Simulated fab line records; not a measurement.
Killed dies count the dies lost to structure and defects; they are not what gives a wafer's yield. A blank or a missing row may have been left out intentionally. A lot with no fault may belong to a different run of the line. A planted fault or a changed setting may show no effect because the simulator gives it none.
What tool caused it? | flow nandHarc | 14 lots, 42 wafers sampled, at 2 steps of a route of 1302

WHAT THE GAUGES READ, wafer by wafer
NHARC_P_GATE_OVL_MEAS_27.
lot  | measured     | on         | overlayXNm (nm) | overlayYNm (nm)
L592 | day 5 02:01  | overlay-02 | -1.2 -1.3 -1.4  | -0.6 -0.8 -0.1
L593 | day 5 15:55  | overlay-02 | -1.6 -1.3 -1.1  | 1.3 0.8 1.3
L594 | day 5 15:59  | overlay-02 | 0.8 0.8 0.2     | 0.3 0.8 -0.2
L596 | day 6 09:07  | overlay-02 | 0.8 0.5 0.7     | 1.8 1.1 1.3
L597 | day 6 21:07  | overlay-02 | 0.1 -0.2 -0.1   | -0.4 -0.4 -0.6
L598 | day 7 12:22  | overlay-01 | 1.9 2.6 1.5     | 0.5 0.1 0.0
L599 | day 8 04:07  | overlay-01 | 1.7 1.1 0.9     | 1.5 1.2 1.0
L600 | day 8 15:55  | overlay-02 | -1.7 -1.5 -1.3  | -0.1 0.1 0.1
L601 | day 8 19:19  | overlay-02 | 1.1 0.9 0.6     | 1.9 1.9 1.9
L602 | day 9 10:45  | overlay-01 | 1.0 0.6 0.4     | 1.2 1.3 1.2
L607 | day 11 04:32 | overlay-01 | -1.2 -1.0 -1.2  | 0.2 0.9 -0.1
L608 | day 11 16:56 | overlay-01 | -0.1 0.3 -0.3   | -0.2 0.4 -0.3
L614 | day 14 03:22 | overlay-02 | 1.2 0.9 1.0     | 0.0 0.0 -0.2
L615 | day 14 16:51 | overlay-02 | 0.6 0.9 0.8     | 0.4 0.4 0.2

NHARC_P_GATE_INSPECT_28.
lot  | measured     | on               | rawDefectCount
L592 | day 5 02:03  | defectInspect-01 | 7 3 10
L593 | day 5 15:57  | defectInspect-02 | 16 11 10
L594 | day 5 16:01  | defectInspect-02 | 6 3 3
L596 | day 6 09:10  | defectInspect-01 | 3 3 5
L597 | day 6 21:09  | defectInspect-02 | 1 3 5
L598 | day 7 12:25  | defectInspect-01 | 3 8 5
L599 | day 8 04:09  | defectInspect-01 | 4 2 8
L600 | day 8 15:56  | defectInspect-02 | 7 5 6
L601 | day 8 19:21  | defectInspect-02 | 13 8 5
L602 | day 9 10:47  | defectInspect-02 | 7 4 7
L607 | day 11 04:34 | defectInspect-02 | 7 5 4
L608 | day 11 16:58 | defectInspect-01 | 11 15 14
L614 | day 14 03:25 | defectInspect-01 | 9 5 11
L615 | day 14 16:53 | defectInspect-01 | 10 10 6

WHICH TOOL RAN EACH LOT (tool, then ch and the chambers of the sampled wafers, then the start)
No process step before these readings appears in the record.

AS READ BY THE TOOLS THEMSELVES (means over the sampled wafers that have a number; for cases with no such wafer, the mark the record gives instead)
The record holds no such reading with a usual standard deviation.

THE ANSWER, worked out from the rows above alone
Rule: the lots themselves supply what counts as usual. The widest of any qualifying gaps counts: lots, ordered by their means at a reading, are off when they make up no more than a third of the lots, leave a main group of 4 or more, and stand apart from it by 3 or more times the standard deviation of that group's means. If all means in a main group match to the digits the tables above print for the reading, that group is not used. A lot without any number at a reading at which 4 lots or more have one is off too. Any other lot the step has rows for is counted as sound. Order of review: gauges by route order, followed by the tools' own readings, for which a lot's mean as printed above is used. At the first step where some lot is off, the reading lying furthest off is the one used; lots without a number count as furthest.
Across all readings shown, no lot is off: no conclusion can be drawn from this.

WHAT WAS PUT IN BY THE SIMULATOR
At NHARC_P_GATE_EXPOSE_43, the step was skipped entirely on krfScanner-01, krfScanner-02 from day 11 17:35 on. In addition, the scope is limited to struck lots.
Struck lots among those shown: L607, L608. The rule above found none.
